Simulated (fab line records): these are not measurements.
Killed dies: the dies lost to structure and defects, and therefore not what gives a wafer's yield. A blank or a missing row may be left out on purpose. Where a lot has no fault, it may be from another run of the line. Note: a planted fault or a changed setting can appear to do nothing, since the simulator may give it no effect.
Which of the tools did it? | flow nand harc | Sampling: 12 lots, 36 wafers, 4 of 1302 route steps

## WHAT EACH GAUGE READ, for each wafer
NHARC_A_M0_INSPECT_27.
lot  | measured     | on                | raw defect count
L075 | day 23 09:26 | defect inspect-01 | 502 388 567
L078 | day 24 02:54 | defect inspect-02 | 589 924 704
L077 | day 24 12:49 | defect inspect-01 | 368 491 492
L081 | day 25 17:35 | defect inspect-02 | 441 590 523
L083 | day 26 10:17 | defect inspect-02 | 410 421 433
L085 | day 27 11:53 | defect inspect-02 | 504 628 474
L087 | day 28 13:16 | defect inspect-01 | 702 531 900
L089 | day 29 03:53 | defect inspect-02 | 435 541 524
L091 | day 30 01:25 | defect inspect-02 | 376 466 402
L093 | day 30 09:34 | defect inspect-01 | 737 518 716
L096 | day 31 14:59 | defect inspect-01 | 513 613 534
L097 | day 32 21:37 | defect inspect-02 | 1013 900 617

## TOOL THAT RAN EACH LOT (tool first, then ch and the chambers of the sampled wafers, then the start)
lot  | NHARC_A_BLC_ALD_23                  | NHARC_A_BLC_CVD_24                       | NHARC_A_BLC_CMP_25
L075 | ald metal-04 ch 0,1,3, day 23 04:43 | cvd w-01 ch 0,1, day 23 05:27 or earlier | cmp-01 ch 0,1,2, day 23 05:27
L078 | ald metal-03 ch 1,2, day 23 22:09   | cvd w-02 ch 0,1, day 23 22:53 or earlier | cmp-04 ch 1,3, day 23 22:53
L077 | ald metal-04 ch 0,2,3, day 24 07:39 | cvd w-01 ch 0,1, day 24 08:49 or earlier | cmp-04 ch 0,1,2, day 24 08:49
L081 | ald metal-04 ch 0,1,3, day 25 12:46 | cvd w-01 ch 0,1, day 25 13:28 or earlier | cmp-04 ch 0,2,3, day 25 13:28
L083 | ald metal-04 ch 0,1,2, day 26 05:44 | cvd w-01 ch 0,1, day 26 06:29 or earlier | cmp-03 ch 1,2,3, day 26 06:29
L085 | ald metal-03 ch 0,3, day 27 07:11   | cvd w-01 ch 0,1, day 27 07:56 or earlier | cmp-01 ch 2,3, day 27 07:56
L087 | ald metal-02 ch 1,2,3, day 28 08:33 | cvd w-02 ch 0,1, day 28 09:20 or earlier | cmp-04 ch 0,1,3, day 28 09:20
L089 | ald metal-02 ch 0,3, day 28 23:17   | cvd w-02 ch 0,1, day 29 00:03 or earlier | cmp-03 ch 0,1,2, day 29 00:03
L091 | ald metal-02 ch 0,2,3, day 29 20:44 | cvd w-01 ch 0,1, day 29 21:28 or earlier | cmp-04 ch 0,1, day 29 21:28
L093 | ald metal-02 ch 0,1,2, day 30 04:53 | cvd w-02 ch 0,1, day 30 05:38 or earlier | cmp-01 ch 0,2,3, day 30 05:38
L096 | ald metal-04 ch 0,1,2, day 31 10:22 | cvd w-02 ch 0, day 31 11:05 or earlier   | cmp-03 ch 0,1,2, day 31 11:05
L097 | ald metal-04 ch 1,2, day 32 17:02   | cvd w-01 ch 0, day 32 17:46 or earlier   | cmp-01 ch 0,1,2, day 32 17:46
- NHARC_A_BLC_ALD_23: deposits TiN, target thk 3 nm, pulse time 1 s, ald cycles 150.
- NHARC_A_BLC_CVD_24: deposits W, target thk 150 nm, time 434 s.
- NHARC_A_BLC_CMP_25: polishes, t overpolish 30 s, target thk 150 nm.

## THE ANSWER, worked out from the rows above alone
Rule: the lots themselves supply what counts as usual. The widest of any qualifying gaps counts: lots, ordered by their means at a reading, are off when they make up no more than a third of the lots, leave a main group of 4 or more, and stand apart from it by 3 or more times the standard deviation of that group's means. A main group whose means are all the same, to the digits that the tables above print for the reading, isn't used. Also off: a lot with no number at a reading for which 4 or more lots have one. Where the step has rows for the other lots, those lots are counted as sound.
Across all readings shown, no lot is off: no conclusion can be drawn from this.

## WHAT WAS PUT IN BY THE SIMULATOR
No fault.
